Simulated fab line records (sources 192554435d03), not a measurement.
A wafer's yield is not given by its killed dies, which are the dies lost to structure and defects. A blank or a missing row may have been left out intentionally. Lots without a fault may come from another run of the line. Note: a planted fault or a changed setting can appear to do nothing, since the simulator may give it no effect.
A struck lot beside a sound one / flow n5-finfet / 14 out of 1938 route steps
Sound: wafers L699.1, L699.5. Wafers L697.2, L697.3, L697.4 were the ones struck. The cause is named last.
Order at every step that has rows: each side's tool, ch and its chambers, its first start. Under that, the readings that differ: sound wafers / struck wafers / difference of the means / sigmas: that difference in standard deviations of wafers without a fault.
alike: a reading whose means differ by less than 2 such deviations, as well as words and numbers matching on both sides. not compared: withheld readings; readings where some wafer has no value; bounds like >300 that might hide an equal value; numbers whose values overlap and for which the record gives no deviation.
The two part at a step that has a row with sigmas, a row that says differs or no value, or rows on one side only. Non-overlapping numbers with no deviation appear without sigmas and do not part them. A reading missing from all wafers of one side parts the sides only when that side holds two or more wafers.

first, 1 step without rows for these wafers: N5_WELL_APT_HARDBAKE_12 (time 120 s).
N5_WELL_APT_CD_MEAS_08: target cd 200 nm.
  sound on cd-sem-02 ch 0, day 6 19:52; struck on cd-sem-01 ch 0, day 6 07:38
  alike: cd-nm
N5_WELL_APT_OVL_MEAS_09:
  sound on overlay-02 ch 0, day 6 19:53; struck on overlay-01 ch 0, day 6 07:40
  alike: NWELL_OVL
N5_WELL_APT_INSPECT_10: inspects for defects (macro).
  sound: defect-inspect-01 at day 6 19:55; struck: defect-inspect-01 at day 6 07:41
  alike: raw-defect-count
N5_WELL_APT_DESCUM_13: chemistry O2, time 7.9 s.
  sound on rie-diel-06 ch 0, day 6 19:59; struck on rie-diel-04 ch 0,1,3, day 6 07:48
reading=showerhead-plenum-p-Torr (Torr); sound=1.99 1.99; struck=2.16 2.17 2.07; difference=+0.14; sigmas=+2
  alike: bias-power-w, drypump-motor-current-A, oes-product-au, rf-vpp-V, throttle-valve-pct
  not compared: rf-hours-counter-h
then, 7 steps without rows for these wafers: N5_WELL_APT_IMPLANT_14; N5_WELL_APT_IMPLANT_15; N5_WELL_APT_STRIP_16 (strips in SPM, time 900 s); N5_WELL_APT_HMDS_18 (time 60 s); N5_WELL_APT_COAT_19 (resist thk 950 nm); N5_WELL_APT_EBR_21; N5_WELL_APT_SOFTBAKE_20 (time 60 s).
N5_WELL_APT_EXPOSE_22: exposes mask PWELL, defocus 0 nm, target cd 200 nm.
  sound on krf-scanner-01 ch 0, day 6 21:01; struck on krf-scanner-01, day 6 08:40
  no value came back on the struck wafers for exposure-dose-mJ-cm2, focus-offset-nm (nm); on the sound wafers exposure-dose-mJ-cm2 reads 23.156 23.189
  alike: mask
then, 1 step without rows for these wafers: N5_WELL_APT_PEB_23 (peb time 90 s).

== WHERE THEY PART ==
Last at N5_WELL_APT_EXPOSE_22 as far as this record goes, first at N5_WELL_APT_DESCUM_13.

WHY: the cause the simulator had injected
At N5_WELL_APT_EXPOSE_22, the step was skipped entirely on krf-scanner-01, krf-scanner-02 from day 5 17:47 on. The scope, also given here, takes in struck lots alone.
